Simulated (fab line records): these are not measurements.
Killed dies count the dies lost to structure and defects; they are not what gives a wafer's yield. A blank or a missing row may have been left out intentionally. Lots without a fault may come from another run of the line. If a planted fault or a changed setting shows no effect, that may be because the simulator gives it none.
Matching of chambers	flow nand harc	NHARC_A_SGD_CUT_DESCUM_14 on rie diel-11: 4 sister chambers
The step chemistry O2, time 3 s. 14 wafers are shown with their chamber, then 7 later ones without.

== WAFERS, EACH WITH ITS CHAMBER ==
wafer	chamber	showerhead plenum p Torr (Torr)	drypump motor current A (A)	oes product au (a.u.)
L499.1	3	2.01	6.2	1.003
L499.2	1	2.01	6.5	1.018
L499.6	2	1.94	6.0	1.010
L500.2	3	2.01	6.2	1.005
L500.4	2	1.94	5.9	1.006
L500.5	2	1.94	6.0	1.012
L502.1	0	1.87	5.8	0.978
L502.4	3	2.01	6.2	0.994
L502.5	2	1.94	5.9	1.021
L504.4	0	1.87	5.8	0.988
L504.6	2	1.94	6.0	1.017
L506.3	0	1.87	5.8	0.981
L513.2	1	2.01	6.5	1.001
L513.4	3	2.00	6.2	1.010

SIGNATURES (means of the wafers above)
reading	chamber 0	chamber 1	chamber 2	chamber 3	scatter within a chamber
showerhead plenum p Torr	1.8700	2.0100	1.9400	2.0075	0.00274
drypump motor current A	5.800	6.500	5.960	6.200	0.0346
oes product au	0.98233	1.00950	1.01320	1.00300	0.00686
Rule: for each reading, subtract the chamber's mean from the wafer's reading, divide by that reading's scatter and square the result; add these up over the readings and take the root, which gives the wafer's distance from the chamber. The wafer belongs to the nearest chamber; if the next one is less than 2 further off, it can't be placed. The scatter: take each reading less its chamber's mean, square it, sum over the shown wafers, divide by the number of wafers less the number of chambers, and take the root.

== WAFERS WITHOUT THEIR CHAMBER ==
wafer	showerhead plenum p Torr (Torr)	drypump motor current A (A)	oes product au (a.u.)
L513.6	2.00	6.2	1.011
L515.1	2.01	6.5	1.022
L515.2	1.94	6.0	0.993
L515.3	2.00	6.2	1.032
L518.1	2.00	6.2	1.022
L518.3	1.94	5.9	0.976
L518.5	2.01	6.5	1.012

== WHICH CHAMBER EACH ONE RAN IN ==
wafer	from the rows above	in truth
L513.6	3	3
L515.1	1	1
L515.2	2	2
L515.3	3	3
L518.1	3	3
L518.3	2	2
L518.5	1	1
Correct placement for 7 of the 7. Not placeable from these rows: 0. Wrongly placed: 0.
